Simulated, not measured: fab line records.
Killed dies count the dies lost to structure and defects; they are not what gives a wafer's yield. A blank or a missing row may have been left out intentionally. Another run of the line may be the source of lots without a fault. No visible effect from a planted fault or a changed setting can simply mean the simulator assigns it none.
Chamber matching + flow n5Finfet + N5_BEOL_M13_ETCH_68 on rieDiel-03 has 4 sister chambers
The step etches SOC in N2/H2, time 355 s. 20 wafers are shown with their chamber, then 10 later ones without.

WAFERS PAIRED WITH THEIR CHAMBERS
| wafer  | chamber | drypumpMotorCurrentA (A) | throttleValvePct (%) | showerheadPlenumPTorr (Torr) |
|--------|---------|--------------------------|----------------------|------------------------------|
| L074.2 | 3       | 5.7                      | 18.09                | 2.43                         |
| L074.3 | 0       | 6.4                      | 17.53                | 2.47                         |
| L074.5 | 2       | 6.0                      | 17.74                | 2.41                         |
| L078.1 | 2       | 6.1                      | 17.74                | 2.41                         |
| L078.2 | 3       | 5.7                      | 18.11                | 2.43                         |
| L078.4 | 1       | 6.0                      | 17.95                | 2.55                         |
| L079.1 | 2       | 6.1                      | 17.76                | 2.40                         |
| L079.3 | 1       | 6.0                      | 17.96                | 2.55                         |
| L079.6 | 2       | 6.1                      | 17.75                | 2.40                         |
| L083.2 | 1       | 6.0                      | 17.96                | 2.54                         |
| L083.3 | 0       | 6.4                      | 17.56                | 2.46                         |
| L083.4 | 3       | 5.7                      | 18.12                | 2.43                         |
| L089.1 | 1       | 6.0                      | 18.00                | 2.54                         |
| L089.2 | 3       | 5.7                      | 18.15                | 2.42                         |
| L089.6 | 1       | 6.0                      | 17.99                | 2.54                         |
| L090.1 | 0       | 6.4                      | 17.60                | 2.46                         |
| L090.2 | 1       | 5.9                      | 18.00                | 2.54                         |
| L090.4 | 1       | 6.0                      | 17.99                | 2.54                         |
| L091.4 | 0       | 6.4                      | 17.60                | 2.45                         |
| L091.5 | 3       | 5.7                      | 18.15                | 2.42                         |

SIGNATURES, as means of the wafers listed above
| reading               | chamber 0 | chamber 1 | chamber 2 | chamber 3 | scatter within a chamber |
|-----------------------|-----------|-----------|-----------|-----------|--------------------------|
| drypumpMotorCurrentA  | 6.400     | 5.986     | 6.075     | 5.700     | 0.0317                   |
| throttleValvePct      | 17.5725   | 17.9786   | 17.7475   | 18.1240   | 0.0239                   |
| showerheadPlenumPTorr | 2.4600    | 2.5429    | 2.4050    | 2.4260    | 0.00593                  |
Rule: for a wafer and a chamber, the distance is found by dividing, reading by reading, the gap between the wafer's reading and the chamber's mean by the reading's scatter, squaring, summing and taking the root. The wafer belongs to the nearest chamber; if the next one is less than 2 further off, it can't be placed. How the scatter is found: for the shown wafers, subtract from each reading the mean of its chamber, square and add these, divide the total by (wafers less chambers), then take the root.

WAFERS WHOSE CHAMBER IS MISSING
| wafer  | drypumpMotorCurrentA (A) | throttleValvePct (%) | showerheadPlenumPTorr (Torr) |
|--------|--------------------------|----------------------|------------------------------|
| L091.6 | 6.1                      | 17.28                | 2.72                         |
| L093.1 | 6.0                      | 17.26                | 2.72                         |
| L093.2 | 6.4                      | 17.61                | 2.45                         |
| L093.5 | 5.7                      | 18.16                | 2.42                         |
| L092.1 | 6.1                      | 17.28                | 2.71                         |
| L092.3 | 6.0                      | 18.00                | 2.53                         |
| L092.4 | 5.7                      | 18.17                | 2.42                         |
| L095.4 | 6.0                      | 17.30                | 2.71                         |
| L095.5 | 5.7                      | 18.16                | 2.42                         |
| L095.6 | 6.0                      | 17.29                | 2.71                         |

WHICH CHAMBER EACH ONE RAN IN
| wafer  | from the rows above | in truth                   |
|--------|---------------------|----------------------------|
| L091.6 | 1                   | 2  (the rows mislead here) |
| L093.1 | 1                   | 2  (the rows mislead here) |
| L093.2 | 0                   | 0                          |
| L093.5 | 3                   | 3                          |
| L092.1 | 1                   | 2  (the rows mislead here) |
| L092.3 | 1                   | 1                          |
| L092.4 | 3                   | 3                          |
| L095.4 | 1                   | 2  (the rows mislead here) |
| L095.5 | 3                   | 3                          |
| L095.6 | 1                   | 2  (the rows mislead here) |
Correct placement for 5 of the 10. Can't be placed from these rows: 0. Number placed wrongly: 5.
